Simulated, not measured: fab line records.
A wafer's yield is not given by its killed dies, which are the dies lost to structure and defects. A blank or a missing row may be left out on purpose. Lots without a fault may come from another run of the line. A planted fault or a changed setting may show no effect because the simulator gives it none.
Matching of chambers || flow n5Finfet || 4 sister chambers for N5_BEOL_M0_SAQP_ETCH_84 on rieDiel-04
The step etches SOC in N2/H2, target depth 100 nm, overetch 20 nm, time 150 s. 14 wafers are shown with their chamber, then 7 later ones without.

## WAFERS WITH THEIR CHAMBER
{"wafer": "L079.1", "chamber": 2, "showerheadPlenumPTorr (Torr)": 2.62, "drypumpMotorCurrentA (A)": 6.0, "throttleValvePct (%)": 17.78}
{"wafer": "L079.4", "chamber": 0, "showerheadPlenumPTorr (Torr)": 2.48, "drypumpMotorCurrentA (A)": 5.1, "throttleValvePct (%)": 17.90}
{"wafer": "L079.5", "chamber": 2, "showerheadPlenumPTorr (Torr)": 2.62, "drypumpMotorCurrentA (A)": 6.0, "throttleValvePct (%)": 17.78}
{"wafer": "L081.4", "chamber": 3, "showerheadPlenumPTorr (Torr)": 2.35, "drypumpMotorCurrentA (A)": 6.4, "throttleValvePct (%)": 17.58}
{"wafer": "L081.5", "chamber": 0, "showerheadPlenumPTorr (Torr)": 2.48, "drypumpMotorCurrentA (A)": 5.1, "throttleValvePct (%)": 17.91}
{"wafer": "L081.6", "chamber": 1, "showerheadPlenumPTorr (Torr)": 2.56, "drypumpMotorCurrentA (A)": 5.5, "throttleValvePct (%)": 17.91}
{"wafer": "L086.2", "chamber": 0, "showerheadPlenumPTorr (Torr)": 2.48, "drypumpMotorCurrentA (A)": 5.1, "throttleValvePct (%)": 17.92}
{"wafer": "L086.4", "chamber": 1, "showerheadPlenumPTorr (Torr)": 2.56, "drypumpMotorCurrentA (A)": 5.4, "throttleValvePct (%)": 17.93}
{"wafer": "L086.6", "chamber": 1, "showerheadPlenumPTorr (Torr)": 2.56, "drypumpMotorCurrentA (A)": 5.4, "throttleValvePct (%)": 17.92}
{"wafer": "L088.4", "chamber": 1, "showerheadPlenumPTorr (Torr)": 2.56, "drypumpMotorCurrentA (A)": 5.5, "throttleValvePct (%)": 17.91}
{"wafer": "L088.5", "chamber": 0, "showerheadPlenumPTorr (Torr)": 2.47, "drypumpMotorCurrentA (A)": 5.1, "throttleValvePct (%)": 17.91}
{"wafer": "L088.6", "chamber": 1, "showerheadPlenumPTorr (Torr)": 2.56, "drypumpMotorCurrentA (A)": 5.5, "throttleValvePct (%)": 17.94}
{"wafer": "L090.2", "chamber": 1, "showerheadPlenumPTorr (Torr)": 2.56, "drypumpMotorCurrentA (A)": 5.5, "throttleValvePct (%)": 17.94}
{"wafer": "L090.4", "chamber": 3, "showerheadPlenumPTorr (Torr)": 2.34, "drypumpMotorCurrentA (A)": 6.4, "throttleValvePct (%)": 17.63}

SIGNATURES, as means of the wafers listed above
{"reading": "showerheadPlenumPTorr", "chamber 0": 2.4775, "chamber 1": 2.5600, "chamber 2": 2.6200, "chamber 3": 2.3450, "scatter within a chamber": 0.00354}
{"reading": "drypumpMotorCurrentA", "chamber 0": 5.100, "chamber 1": 5.467, "chamber 2": 6.000, "chamber 3": 6.400, "scatter within a chamber": 0.0365}
{"reading": "throttleValvePct", "chamber 0": 17.9100, "chamber 1": 17.9250, "chamber 2": 17.7800, "chamber 3": 17.6050, "scatter within a chamber": 0.0155}
Rule: for each reading, subtract the chamber's mean from the wafer's reading, divide by that reading's scatter and square the result; add these up over the readings and take the root, which gives the wafer's distance from the chamber. The wafer belongs to the nearest chamber; if the next one is less than 2 further off, it can't be placed. The scatter: take each reading less its chamber's mean, square it, sum over the shown wafers, divide by the number of wafers less the number of chambers, and take the root.

## WAFERS WHOSE CHAMBER IS MISSING
{"wafer": "L090.6", "showerheadPlenumPTorr (Torr)": 2.47, "drypumpMotorCurrentA (A)": 5.1, "throttleValvePct (%)": 17.94}
{"wafer": "L092.2", "showerheadPlenumPTorr (Torr)": 2.55, "drypumpMotorCurrentA (A)": 5.5, "throttleValvePct (%)": 17.93}
{"wafer": "L092.4", "showerheadPlenumPTorr (Torr)": 2.34, "drypumpMotorCurrentA (A)": 6.4, "throttleValvePct (%)": 17.61}
{"wafer": "L092.6", "showerheadPlenumPTorr (Torr)": 2.55, "drypumpMotorCurrentA (A)": 5.5, "throttleValvePct (%)": 17.95}
{"wafer": "L096.2", "showerheadPlenumPTorr (Torr)": 2.34, "drypumpMotorCurrentA (A)": 6.5, "throttleValvePct (%)": 17.64}
{"wafer": "L096.4", "showerheadPlenumPTorr (Torr)": 2.47, "drypumpMotorCurrentA (A)": 5.1, "throttleValvePct (%)": 17.95}
{"wafer": "L096.6", "showerheadPlenumPTorr (Torr)": 2.55, "drypumpMotorCurrentA (A)": 5.5, "throttleValvePct (%)": 17.97}

## THE CHAMBER EACH PASSED THROUGH
{"wafer": "L090.6", "from the rows above": 0, "in truth": 0}
{"wafer": "L092.2", "from the rows above": 1, "in truth": 1}
{"wafer": "L092.4", "from the rows above": 3, "in truth": 3}
{"wafer": "L092.6", "from the rows above": 1, "in truth": 1}
{"wafer": "L096.2", "from the rows above": 3, "in truth": 3}
{"wafer": "L096.4", "from the rows above": 0, "in truth": 0}
{"wafer": "L096.6", "from the rows above": 1, "in truth": 1}
Correctly placed: 7 of 7. Left unplaced by these rows: 0. 0 placed wrongly.
